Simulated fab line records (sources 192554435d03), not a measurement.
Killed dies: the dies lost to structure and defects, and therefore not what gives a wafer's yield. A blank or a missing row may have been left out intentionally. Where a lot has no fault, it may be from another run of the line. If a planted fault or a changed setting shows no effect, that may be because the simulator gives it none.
fab line records	flow n5-finfet
record: lots: 6	wafers: 18	last-day: 17
route steps=1938 shown SD_EPI_N@285 SD_EPI_P@295 PASSIVATION@1936
lots that met no fault: taken from a fault-free run of the same line
start-h: hours from the record's first day to the start of the lot's first wafer shown	wait-h: how many hours have passed since the lot's step before this one	" unchanged from the row above	L1.1+2: a row that stands for several wafers	- either no value or no given start	* or withheld: withheld	< > ~ a bound
route shown NAME@n: names a module that has steps shown in the file, with the first one's number in the route	usual: mean and standard deviation over wafers with no fault	same: alike in all rows	chamber/n: place in a boat	sites: per-site readings	_std_site: their standard deviation	_edge_site: inner sites' mean taken away from outer sites' mean	radius-mm: how far each site lies from the wafer's centre	mask NAME#n: copy n	behind: the tool/chamber that last shaped the wafer	hold: why the lot was held/for how many hours/how that ended	device: the transistor (n, p or np) that didn't switch	end of line: the same wafers' tests at the end of the route	where a step has no rows: the recipe by itself	killed: at the first sort, the dies lost to defects and structure; wafer yield is something else	map: a wafer's dies, x killed, . not, _ none there
set.NAME: the setting as run; set.NAME@STEP: as run at that earlier step	model.NAME: the simulator's own value behind a step, which no gauge read
a table for each step, a row for each wafer; lots at some steps of the route
services: the hour from which a tool's chamber was out of use, counted from the record's first day as start-h (under 0 if before that day), plus the number of hours and why
== steps ==
step: N5_SD_EPI_N_SRD_20
recipe: dry: ipa-marangoni	do-ppb: 5	time-s: 30	temp-c: 23	rinse-liquid: diw
step: N5_SD_EPI_N_PRECLEAN_48
recipe: chemistry: NF3:NH3	afs-cycles: 2	temp-c: 30	time-s: 20	sublimation-temp-c: 180	sublimation-time-s: 60	pressure-torr: 3	rf-power-w: 30
step: N5_SD_EPI_N_VAPOR_ETCH_50
recipe: chemistry: HCl	target: Si	temp-c: 775	time-s: 54	pressure-torr: 20	mode: isotropic
usual: throttle-valve-pct: 11.4/0.36
same: time-s: 54
lot.wafer	tool	chamber	start-h	wait-h	throttle-valve-pct
L780.3	epi-rpcvd-04	0	62.89	0.2	11.5
L780.5	"	0	"	"	11.7
L780.6	"	0	"	"	11.5
L789.2	epi-rpcvd-04	0	117.71	0.3	11.9
L789.4	"	0	"	"	12.0
L789.6	"	0	"	"	12.0
L790.2	epi-rpcvd-03	0	124.17	0.3	11.2
L790.3	"	0	"	"	11.3
L790.5	"	0	"	"	11.0
L793.1	epi-rpcvd-04	0	141.46	0.3	11.9
L793.2	"	0	"	"	11.9
L793.3	"	0	"	"	11.8
L794.3	epi-rpcvd-04	0	147.22	0.2	11.7
L794.4	"	0	"	"	11.8
L794.6	"	0	"	"	11.6
L801.1	epi-rpcvd-01	0	190.12	0.4	11.1
L801.4	"	0	"	"	10.8
L801.6	"	0	"	"	11.1
step: N5_SD_EPI_N_EPI_21
recipe: material: Si:P	dopant: P	temp-c: 680	pressure-torr: 255	time-s: 690
step: N5_SD_EPI_N_EPI_MEAS_23
recipe: mode: xrd
usual: thk-nm: 58.8/1.2
lot.wafer	tool	chamber	start-h	wait-h	thk-nm
L780.3	film-metro-01	-	64.73	0.9	59.6
L780.5	"	-	"	"	59.2
L780.6	"	-	"	"	59.1
L789.2	film-metro-02	-	119.58	1.2	56.4
L789.4	"	-	"	"	57.0
L789.6	"	-	"	"	59.2
L790.2	film-metro-02	-	126.04	1.2	57.7
L790.3	"	-	"	"	59.6
L790.5	"	-	"	"	58.1
L793.1	film-metro-01	-	143.37	1.5	57.8
L793.2	"	-	"	"	58.5
L793.3	"	-	"	"	58.1
L794.3	film-metro-02	-	149.06	0.9	60.6
L794.4	"	-	"	"	57.8
L794.6	"	-	"	"	58.4
L801.1	film-metro-02	-	192.63	1.9	58.2
L801.4	"	-	"	"	59.0
L801.6	"	-	"	"	58.4
step: N5_SD_EPI_N_PRECLEAN_24
recipe: chemistry: O3/DIW	time-s: 60	temp-c: 22	o3-ppm: 10
step: N5_SD_EPI_N_SRD_25
recipe: time-s: 30	temp-c: 23	rinse-liquid: diw	dry: ipa-marangoni
step: N5_SD_EPI_N_PRECLEAN_49
recipe: chemistry: NF3:NH3	afs-cycles: 1	temp-c: 30	time-s: 20	sublimation-temp-c: 180	sublimation-time-s: 60	pressure-torr: 3	rf-power-w: 30
step: N5_SD_EPI_N_LINER_46
recipe: material: SiNx	target-thk-a: 30	temp-c: 400	ald-precursor-family: SiH2I2	ald-co-reactant: N2/H2-plasma	pressure-torr: 2
usual: heater-power-w: 815/72
lot.wafer	tool	chamber	start-h	wait-h	heater-power-w
L780.3	ald-sin-04	2	65.94	1.0	865
L780.5	"	3	"	"	859
L780.6	"	2	"	"	852
L789.2	ald-sin-04	2	120.00	0.3	866
L789.4	"	1	"	"	755
L789.6	"	1	"	"	758
L790.2	ald-sin-02	2	126.34	0.1	694
L790.3	"	0	"	"	766
L790.5	"	3	"	"	951
L793.1	ald-sin-04	3	143.76	0.2	878
L793.2	"	0	"	"	782
L793.3	"	1	"	"	760
L794.3	ald-sin-04	1	149.38	0.1	751
L794.4	"	0	"	"	800
L794.6	"	1	"	"	745
L801.1	ald-sin-04	2	193.19	0.4	878
L801.4	"	0	"	"	828
L801.6	"	3	"	"	874
step: N5_SD_EPI_N_INSPECT_26
recipe: inspect-instrument: darkfield	mode: post-epi
usual: raw-defect-count: 210/38
lot.wafer	tool	chamber	start-h	wait-h	raw-defect-count
L780.3	defect-inspect-01	-	66.19	0.1	159
L780.5	"	-	"	"	167
L780.6	"	-	"	"	158
L789.2	defect-inspect-02	-	120.25	0.1	134
L789.4	"	-	"	"	196
L789.6	"	-	"	"	153
L790.2	defect-inspect-01	-	126.59	0.1	197
L790.3	"	-	"	"	278
L790.5	"	-	"	"	205
L793.1	defect-inspect-01	-	144.01	0.1	180
L793.2	"	-	"	"	190
L793.3	"	-	"	"	156
L794.3	defect-inspect-01	-	149.64	0.1	198
L794.4	"	-	"	"	162
L794.6	"	-	"	"	236
L801.1	defect-inspect-02	-	193.44	0.1	180
L801.4	"	-	"	"	188
L801.6	"	-	"	"	176
step: N5_SD_EPI_P_COAT_34
recipe: resist: SOC	temp-c: 250	time-s: 60	spin-rpm: 1500	resist-thk-nm: 350
step: N5_SD_EPI_P_COAT_35
recipe: resist: SiARC	temp-c: 220	time-s: 60	spin-rpm: 1500	resist-thk-nm: 35
step: N5_SD_EPI_P_COAT_03
recipe: resist: CAR-ArF-block	spin-rpm: 1500	resist-thk-nm: 150
usual: spin-speed-rpm: 1500.1/0.88
lot.wafer	tool	chamber	start-h	wait-h	spin-speed-rpm	model.CAR-ArF-block_of_SD_EPI_P_COAT_03.thk-nm
L780.3	litho-track-01	0	66.23	-	1499.7	150.8
L780.5	"	0	"	"	1499.3	150.8
L780.6	"	0	"	"	1499.2	151.2
L789.2	litho-track-01	0	120.29	-	1501.1	150.4
L789.4	"	0	"	"	1500.4	149.8
L789.6	"	0	"	"	1500.9	150.6
L790.2	litho-track-01	0	126.63	-	1567.0	146.8
L790.3	"	0	"	"	1568.1	146.6
L790.5	"	0	"	"	1567.9	146.8
L793.1	litho-track-01	0	144.05	-	1567.2	147.2
L793.2	"	0	"	"	1565.6	147
L793.3	"	0	"	"	1566.9	147.8
L794.3	litho-track-05	0	149.67	-	1500.0	150.4
L794.4	"	0	"	"	1501.7	149.8
L794.6	"	0	"	"	1500.3	149.8
L801.1	litho-track-05	0	193.47	-	1500.8	150
L801.4	"	0	"	"	1500.4	149.8
L801.6	"	0	"	"	1501.5	149.6
step: N5_SD_EPI_P_EBR_05
recipe: solvent: PGMEA	ebr-width-mm: 1.5
step: N5_SD_EPI_P_SOFTBAKE_04
recipe: temp-c: 110	time-s: 60	resist: CAR-ArF-block
step: N5_SD_EPI_P_EXPOSE_06
recipe: mask-id: SD_P_BLK	na: 1.35	source-shape: conventional	sigma-outer: 0.8	polarization: unpolarized	target-cd-nm: 240	dose-mj: 39.5
step: N5_SD_EPI_P_PEB_07
recipe: peb-temp-c: 110	peb-time-s: 60	resist: CAR-ArF-block
step: N5_SD_EPI_P_DEVELOP_08
recipe: develop-time-s: 30	developer: TMAH	resist: CAR-ArF-block	dev-temp-c: 23	rinse-liquid: diw	dry: air-spin
step: N5_SD_EPI_P_CD_MEAS_09
recipe: target-cd-nm: 240	landing-energy-ev: 500	detector: se-inlens
usual: cd-nm: 239.5/0.85
lot.wafer	tool	chamber	start-h	wait-h	cd-nm
L780.3	cd-sem-02	0	66.59	-	239.6
L780.5	"	0	"	"	238.0
L780.6	"	0	"	"	239.5
L789.2	cd-sem-03	0	120.53	-	239.6
L789.4	"	0	"	"	240.3
L789.6	"	0	"	"	240.0
L790.2	cd-sem-02	0	126.87	-	240.0
L790.3	"	0	"	"	239.5
L790.5	"	0	"	"	241.9
L793.1	cd-sem-01	0	144.29	-	239.8
L793.2	"	0	"	"	240.6
L793.3	"	0	"	"	239.9
L794.3	cd-sem-02	0	150.04	-	239.1
L794.4	"	0	"	"	239.4
L794.6	"	0	"	"	238.7
L801.1	cd-sem-02	0	193.71	-	238.4
L801.4	"	0	"	"	240.0
L801.6	"	0	"	"	239.1
step: N5_SD_EPI_P_OVL_MEAS_10
recipe: points-per-wafer: 44
usual: SD_P_BLK_OVL: 0.1/0.85
lot.wafer	tool	chamber	start-h	wait-h	SD_P_BLK_OVL[nm]
L780.3	overlay-02	0	66.62	0.0	-0.2
L780.5	"	0	"	"	-0.7
L780.6	"	0	"	"	-1.3
L789.2	overlay-01	0	120.56	0.0	-0.1
L789.4	"	0	"	"	0.2
L789.6	"	0	"	"	0.9
L790.2	overlay-02	0	126.90	0.0	0.5
L790.3	"	0	"	"	1.6
L790.5	"	0	"	"	1.2
L793.1	overlay-02	0	144.32	0.0	-0.4
L793.2	"	0	"	"	-1.5
L793.3	"	0	"	"	-0.5
L794.3	overlay-02	0	150.07	0.0	0.8
L794.4	"	0	"	"	1.4
L794.6	"	0	"	"	1.0
L801.1	overlay-01	0	193.74	0.0	-0.3
L801.4	"	0	"	"	0.9
L801.6	"	0	"	"	1.4
step: N5_SD_EPI_P_INSPECT_11
recipe: mode: adi	inspect-instrument: macro
usual: raw-defect-count: 2.0/1.4
lot.wafer	tool	chamber	start-h	wait-h	raw-defect-count
L780.3	defect-inspect-02	-	66.64	0.0	2
L780.5	"	-	"	"	0
L780.6	"	-	"	"	4
L789.2	defect-inspect-01	-	120.58	0.0	1
L789.4	"	-	"	"	1
L789.6	"	-	"	"	1
L790.2	defect-inspect-02	-	126.92	0.0	1
L790.3	"	-	"	"	0
L790.5	"	-	"	"	1
L793.1	defect-inspect-01	-	144.44	0.1	1
L793.2	"	-	"	"	6
L793.3	"	-	"	"	5
L794.3	defect-inspect-01	-	150.09	0.0	1
L794.4	"	-	"	"	2
L794.6	"	-	"	"	2
L801.1	defect-inspect-02	-	193.76	0.0	5
L801.4	"	-	"	"	2
L801.6	"	-	"	"	3
step: N5_SD_EPI_P_DESCUM_14
recipe: chemistry: O2	time-s: 7.9	source-power-w: 50	bias-power-w: 20	pressure-mtorr: 20	rf-frequency-hz: 2.712e+07	temp-c: 40	resist: CAR-ArF-block	o2-flow-sccm: 225
usual: drypump-motor-current-A: 5.8/0.41	oes-product-au: 0.78/0.078	rf-vpp-V: 242.9/1.5	showerhead-plenum-p-Torr: 2.08/0.082	throttle-valve-pct: 20.47/0.25
same: time-s: 7.9
lot.wafer	tool	chamber	start-h	wait-h	drypump-motor-current-A	oes-product-au	rf-hours-counter-h	rf-vpp-V	showerhead-plenum-p-Torr	throttle-valve-pct
L780.3	rie-diel-03	3	66.69	0.1	6.3	0.86	64	244.4	2.21	20.39
L780.5	"	3	"	"	6.3	0.86	-	245.8	2.21	20.38
L780.6	"	0	"	"	5.4	0.75	-	243.8	2.12	20.95
L789.2	rie-diel-04	0	120.65	0.1	6.3	0.80	91	239.6	1.95	20.50
L789.4	"	1	"	"	6.2	0.83	76	245.1	2.10	20.18
L789.6	"	0	"	"	6.3	0.80	-	240.4	1.95	20.50
L790.2	rie-diel-04	1	126.95	0.0	6.2	0.83	78	243.7	2.10	20.18
L790.3	"	2	"	"	5.5	0.67	238	243.7	2.18	20.77
L790.5	"	0	"	"	6.3	0.81	-	242.0	1.94	20.51
L793.1	rie-diel-04	2	144.48	0.0	5.5	0.67	244	243.6	2.17	20.77
L793.2	"	0	"	"	6.4	0.80	99	240.4	1.94	20.53
L793.3	"	1	"	"	6.2	0.81	84	244.2	2.09	20.19
L794.3	rie-diel-04	0	150.52	0.4	6.3	0.79	102	240.9	1.94	20.53
L794.4	"	2	"	"	5.5	0.68	-	245.1	2.17	20.78
L794.6	"	1	"	"	6.2	0.82	-	243.0	2.09	20.19
L801.1	rie-diel-02	3	193.80	0.0	5.5	0.72	164	243.1	2.10	20.54
L801.4	"	0	"	"	5.0	0.77	151	241.2	1.93	20.56
L801.6	"	3	"	"	5.4	0.73	-	243.7	2.10	20.53
step: N5_SD_EPI_P_ETCH_36
recipe: chemistry: CF4	target: SiARC	target-depth-a: 455	mask-material: CAR-ArF-block	time-s: 75.8	ion-energy-ev: 80	pressure-mtorr: 40	source-w: 545	bias-w: 36	Ar_flow_sccm: 100	cf4-flow-sccm: 100	ends: cleared
usual: cf4-flow-sccm: 100.1/0.31	drypump-motor-current-A: 5.8/0.41	etch-rf-on-time-s: 75.7/2	oes-product-au: 0.67/0.068	rf-vpp-V: 183.9/1.2	showerhead-plenum-p-Torr: 2.13/0.075	throttle-valve-pct: 15.67/0.2
lot.wafer	tool	chamber	start-h	wait-h	cf4-flow-sccm	drypump-motor-current-A	etch-rf-on-time-s	oes-product-au	rf-hours-counter-h	rf-vpp-V	showerhead-plenum-p-Torr	throttle-valve-pct	model.CAR-ArF-block_of_SD_EPI_P_COAT_03.thk-nm
L780.3	rie-diel-03	3	66.73	0.0	99.7	6.3	75.8	0.74	64	186.7	2.26	15.59	111.8
L780.5	"	3	"	"	99.4	6.3	74.9	0.74	-	185.7	2.26	15.60	111.6
L780.6	"	0	"	"	100.3	5.4	75.3	0.65	-	184.1	2.15	15.98	112.2
L789.2	rie-diel-04	0	120.68	0.0	99.8	6.4	77.8	0.69	91	183.6	2.01	15.70	111.4
L789.4	"	1	"	"	100.3	6.2	72.8	0.71	76	185.4	2.17	15.50	110.6
L789.6	"	0	"	"	99.8	6.4	77.8	0.69	-	183.2	2.01	15.71	111.6
L790.2	rie-diel-04	1	126.99	0.0	99.9	6.2	73.3	0.71	78	183.1	2.17	15.49	107.4
L790.3	"	2	"	"	99.6	5.5	79.0	0.57	238	185.1	2.21	15.92	107.6
L790.5	"	0	"	"	99.5	6.3	77.1	0.68	-	183.1	2.01	15.70	107.8
L793.1	rie-diel-04	2	144.51	0.0	100.2	5.5	78.3	0.57	244	184.3	2.20	15.92	108.2
L793.2	"	0	"	"	100.8	6.4	77.1	0.68	99	182.4	2.01	15.73	108
L793.3	"	1	"	"	100.0	6.2	72.1	0.71	84	184.5	2.17	15.48	108.8
L794.3	rie-diel-04	0	150.56	0.0	100.2	6.4	78.1	0.67	102	182.4	2.01	15.75	111.4
L794.4	"	2	"	"	100.5	5.5	79.7	0.56	-	185.6	2.20	15.90	110.8
L794.6	"	1	"	"	100.1	6.2	73.3	0.69	-	183.8	2.17	15.51	110.6
L801.1	rie-diel-02	3	193.83	0.0	100.2	5.5	76.7	0.62	164	184.4	2.14	15.67	111
L801.4	"	0	"	"	100.0	5.0	75.6	0.66	151	183.0	1.98	15.72	110.8
L801.6	"	3	"	"	100.1	5.5	76.6	0.62	-	183.7	2.14	15.69	110.8
step: N5_SD_EPI_P_ETCH_37
recipe: chemistry: N2/H2	target: SOC	overetch-a: 1080	mask-material: SiARC	temp-c: 40	ion-energy-ev: 100	source-w: 3000	bias-w: 133	pressure-mtorr: 20	time-s: 486	n2-flow-sccm: 200	h2-flow-sccm: 200	ends: end-point
usual: drypump-motor-current-A: 5.8/0.41	oes-product-au: 0.70/0.065	rf-vpp-V: 240.5/1.6	showerhead-plenum-p-Torr: 2.52/0.097	throttle-valve-pct: 23.83/0.21
lot.wafer	tool	chamber	start-h	wait-h	drypump-motor-current-A	oes-product-au	rf-hours-counter-h	rf-vpp-V	showerhead-plenum-p-Torr	throttle-valve-pct
L780.3	rie-diel-03	3	66.79	0.0	6.3	0.77	65	240.6	2.68	23.53
L780.5	"	3	"	"	6.3	0.76	-	243.9	2.68	23.52
L780.6	"	0	"	"	5.4	0.68	-	239.6	2.54	24.33
L789.2	rie-diel-04	0	120.74	0.0	6.3	0.72	91	238.2	2.35	23.86
L789.4	"	1	"	"	6.2	0.73	76	242.7	2.57	23.71
L789.6	"	0	"	"	6.3	0.72	-	238.5	2.35	23.87
L790.2	rie-diel-04	1	127.05	0.0	6.2	0.73	78	241.8	2.57	23.72
L790.3	"	2	"	"	5.5	0.61	238	242.6	2.60	23.86
L790.5	"	0	"	"	6.3	0.72	-	238.9	2.35	23.85
L793.1	rie-diel-04	2	144.57	0.0	5.5	0.60	244	241.4	2.59	23.87
L793.2	"	0	"	"	6.4	0.72	99	237.5	2.35	23.88
L793.3	"	1	"	"	6.2	0.73	84	241.0	2.57	23.73
L794.3	rie-diel-04	0	150.61	0.0	6.4	0.72	102	238.4	2.34	23.87
L794.4	"	2	"	"	5.5	0.60	-	241.5	2.59	23.87
L794.6	"	1	"	"	6.2	0.72	-	241.9	2.57	23.73
L801.1	rie-diel-02	3	193.89	0.0	5.5	0.65	164	240.6	2.53	23.70
L801.4	"	0	"	"	5.0	0.69	151	236.8	2.35	23.97
L801.6	"	3	"	"	5.5	0.65	-	241.9	2.53	23.69
step: N5_PASSIVATION_PROBE_49
usual: killed_at_M0_to_M3: 31/11	killed_at_M4_up: 14/5.1	killed-at-contacts: 12/5.6	killed-at-front-end: 42/12	killed-at-other: 3.8/2.9	killed-dies: 103/18	killed-on-rim: 14/4.5	killed-open: 67/14	killed-short: 33/8
same: gross-dies: 1180	killed-at-back-side: 0
lot.wafer	tool	chamber	start-h	wait-h	killed_at_M0_to_M3	killed_at_M4_up	killed-at-contacts	killed-at-front-end	killed-at-other	killed-dies	killed-on-rim	killed-open	killed-short
L780.3	prober-01	-	306.32	0.1	29	6	5	40	10	90	7	54	36
L780.5	prober-01	-	306.42	0.2	25	14	10	33	6	88	12	53	32
L780.6	prober-01	-	306.47	0.3	23	10	3	46	5	87	13	53	32
L790.2	prober-01	-	364.30	0.1	15	17	14	39	1	86	16	49	33
L790.3	prober-01	-	364.35	0.1	21	14	18	58	0	111	15	81	26
L790.5	prober-01	-	364.45	0.2	32	21	15	58	2	128	22	82	44
L789.2	prober-01	-	364.69	0.1	25	13	12	48	3	101	19	66	33
L789.4	prober-01	-	364.79	0.2	40	14	7	51	11	123	12	73	40
L789.6	prober-01	-	364.89	0.3	19	15	4	41	5	84	17	50	25
L793.1	prober-01	-	368.34	0.0	40	9	10	35	10	104	22	64	40
L793.2	prober-01	-	368.39	0.1	36	17	19	38	13	123	12	78	45
L793.3	prober-01	-	368.44	0.1	33	12	13	49	0	107	12	80	27
L794.3	prober-02	-	384.32	0.1	51	6	7	45	4	113	13	73	30
L794.4	prober-02	-	384.37	0.2	27	18	6	38	7	96	12	58	35
L794.6	prober-02	-	384.47	0.3	54	16	9	36	4	119	17	73	41
killed by level:class
L780.3 FIN_SAQP:geometric-particle:short=9 BEOL_M0_SAQP:geometric-particle:short=8 FIN_SAQP:geometric-particle:open=7 BEOL_M3:geometric-particle:open=7 STI_FIN_REVEAL:geometric-particle:open=6 DUMMY_GATE:geometric-particle:open=6 BEOL_M2:geometric-particle:open=5 MOL_CONTACT_COAG:geometric-particle:open=4
L780.5 FIN_SAQP:geometric-particle:open=8 GATE_CUT:geometric-particle:short=6 MOL_CONTACT_COAG:geometric-particle:open=6 BEOL_M0_SAQP:geometric-particle:short=6 BEOL_M5:geometric-particle:open=6 STI_FIN_REVEAL:geometric-particle:open=5 BEOL_M0:geometric-particle:open=5 FIN_SAQP:geometric-particle:short=4
L780.6 FIN_SAQP:geometric-particle:open=12 FIN_SAQP:geometric-particle:short=10 STI_FIN_REVEAL:geometric-particle:open=10 BEOL_M2:geometric-particle:open=8 DUMMY_GATE:geometric-particle:open=4 BEOL_M0_SAQP:geometric-particle:open=4 STARTING-WAFER:geometric-particle:short=4 STI_FIN_REVEAL:geometric-particle:short=3
L790.2 MOL_CONTACT_COAG:geometric-particle:open=11 FIN_SAQP:geometric-particle:short=7 FIN_SAQP:geometric-particle:open=6 GATE_CUT:geometric-particle:open=5 GATE_CUT:geometric-particle:short=5 BEOL_M4:geometric-particle:short=5 STI_FIN_REVEAL:geometric-particle:open=4 BEOL_M1:geometric-particle:open=4
L790.3 MOL_CONTACT_COAG:geometric-particle:open=17 STI_FIN_REVEAL:geometric-particle:open=16 FIN_SAQP:geometric-particle:open=11 FIN_SAQP:geometric-particle:short=6 BEOL_M0_SAQP:geometric-particle:open=6 GATE_CUT:geometric-particle:short=5 STARTING-WAFER:geometric-particle:open=5 BEOL_M1:geometric-particle:open=4
L790.5 STI_FIN_REVEAL:geometric-particle:open=27 MOL_CONTACT_COAG:geometric-particle:open=12 BEOL_M4:geometric-particle:open=9 BEOL_M0_SAQP:geometric-particle:short=8 FIN_SAQP:geometric-particle:short=7 STI_FIN_REVEAL:geometric-particle:short=6 BEOL_M1:geometric-particle:open=6 BEOL_M0_SAQP:geometric-particle:open=5
L789.2 BEOL_M3:geometric-particle:open=15 STI_FIN_REVEAL:geometric-particle:open=12 MOL_CONTACT_COAG:geometric-particle:open=11 FIN_SAQP:geometric-particle:short=10 FIN_SAQP:geometric-particle:open=7 GATE_CUT:geometric-particle:short=5 BEOL_M0_SAQP:geometric-particle:short=4 BEOL_M4:geometric-particle:open=4
L789.4 BEOL_M3:geometric-particle:open=11 STI_FIN_REVEAL:geometric-particle:open=10 BEOL_M0_SAQP:geometric-particle:open=9 BEOL_M0_SAQP:geometric-particle:short=9 HKMG_FIN:area-etch=9 FIN_SAQP:geometric-particle:short=8 BEOL_M2:geometric-particle:open=7 FIN_SAQP:geometric-particle:open=5
L789.6 BEOL_M3:geometric-particle:open=10 HKMG_FIN:area-etch=9 FIN_SAQP:geometric-particle:short=8 BEOL_M4:geometric-particle:open=8 FIN_SAQP:geometric-particle:open=4 STI_FIN_REVEAL:geometric-particle:open=4 MOL_CONTACT_COAG:geometric-particle:open=4 STARTING-WAFER:geometric-particle:short=4
L793.1 BEOL_M0_SAQP:geometric-particle:open=10 BEOL_M0_SAQP:geometric-particle:short=9 STI_FIN_REVEAL:geometric-particle:open=8 FIN_SAQP:geometric-particle:short=7 BEOL_M2:geometric-particle:open=7 BEOL_M1:geometric-particle:open=6 MOL_CONTACT_COAG:geometric-particle:short=5 MOL_CONTACT_COAG:geometric-particle:open=5
L793.2 BEOL_M1:geometric-particle:open=12 MOL_CONTACT_COAG:geometric-particle:open=11 STI_FIN_REVEAL:geometric-particle:open=10 BEOL_M4:geometric-particle:open=10 MOL_CONTACT_COAG:geometric-particle:short=8 BEOL_M0_SAQP:geometric-particle:short=8 BEOL_M2:geometric-particle:open=7 MIM_TOP_ETCH:geometric-particle:open=6
L793.3 STI_FIN_REVEAL:geometric-particle:open=29 MOL_CONTACT_COAG:geometric-particle:open=13 BEOL_M1:geometric-particle:open=13 STI_FIN_REVEAL:geometric-particle:short=8 BEOL_M0_SAQP:geometric-particle:short=7 BEOL_M4:geometric-particle:open=5 FIN_SAQP:geometric-particle:open=3 BEOL_M0_SAQP:geometric-particle:open=3
L794.3 FIN_SAQP:geometric-particle:open=13 BEOL_M3:geometric-particle:open=13 BEOL_M0_SAQP:geometric-particle:short=12 BEOL_M0_SAQP:geometric-particle:open=10 BEOL_M1:geometric-particle:open=8 MOL_CONTACT_COAG:geometric-particle:open=6 HKMG_FIN:area-etch=6 BEOL_M5:geometric-particle:open=5
L794.4 BEOL_M0_SAQP:geometric-particle:short=11 GATE_CUT:geometric-particle:short=8 STI_FIN_REVEAL:geometric-particle:open=7 BEOL_M0_SAQP:geometric-particle:open=7 BEOL_M5:geometric-particle:open=7 FIN_SAQP:geometric-particle:open=5 MOL_CONTACT_COAG:geometric-particle:open=5 PASS1_CAP:geometric-particle:open=5
L794.6 BEOL_M0_SAQP:geometric-particle:short=17 BEOL_M0_SAQP:geometric-particle:open=14 BEOL_M1:geometric-particle:open=8 STI_FIN_REVEAL:geometric-particle:open=8 MOL_CONTACT_COAG:geometric-particle:open=7 DUMMY_GATE:geometric-particle:open=5 FIN_SAQP:geometric-particle:open=4 BEOL_M1:geometric-particle:short=4
== services ==
tool	chamber	start-h	hours	kind
epi-rpcvd-03	-	53.04	2.9	repair
rie-diel-04	-	69.57	28.1	pm
rie-diel-02	1	73.75	-	clean
rie-diel-02	1	73.75	-	consumable-replace:focus-ring
rie-diel-02	1	73.75	19.5	scheduled-down
rie-diel-02	1	73.75	19.5	vent-cycle
epi-rpcvd-04	-	77.90	0.6	repair
ald-sin-04	3	78.90	5.6	repair
ald-sin-04	2	82.36	6.0	repair
ald-sin-02	-	85.25	14.0	pm
epi-rpcvd-04	-	93.92	9.3	repair
rie-diel-02	-	102.59	2.8	pm
epi-rpcvd-03	-	111.34	2.8	pm
epi-rpcvd-01	-	133.60	1.6	repair
rie-diel-04	3	136.92	-	clean
rie-diel-04	3	136.92	-	consumable-replace:focus-ring
rie-diel-04	3	136.92	28.0	scheduled-down
rie-diel-04	3	136.92	28.0	vent-cycle
rie-diel-03	1	144.94	3.3	repair
ald-sin-04	3	161.32	9.1	repair
rie-diel-04	2	165.08	-	clean
rie-diel-04	2	165.08	-	consumable-replace:focus-ring
rie-diel-04	2	165.08	20.6	scheduled-down
rie-diel-04	2	165.08	20.6	vent-cycle
== key ==
first-sign: step: N5_SD_EPI_P_COAT_03	reading: spin-speed-rpm	direction: up	sigmas: 77	usual: *	struck: *
effect none on later readings
model-effect: step: N5_SD_EPI_P_COAT_03	value: CAR-ArF-block_of_SD_EPI_P_COAT_03.thk-nm	without: 150.3	struck: 147
model-effect: step: N5_SD_EPI_P_ETCH_36	value: CAR-ArF-block_of_SD_EPI_P_COAT_03.thk-nm	without: 111.2	struck: 108
met-at N5_SD_EPI_P_COAT_03
struck-wafers L790.2,L790.3,L790.5,L793.1,L793.2,L793.3
tester-left-out L790,L793
onset-between 120.29 126.63
fault: kind: process-parameter-drift	tool: litho-track-01	chamber: -	onset-h: 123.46	steps: N5_SD_EPI_P_COAT_03	channel: spin-rpm	offset: *	shape: step	end-h: 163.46	acts-in: *	stated: *
tester-left-out: of these lots the tester's yield and bins aren't shown, on N5 and GAA mostly nor the transistor test; their killed dies are dies lost to structure and defects alone, not to doping, threshold or leakage, so they don't give the yield
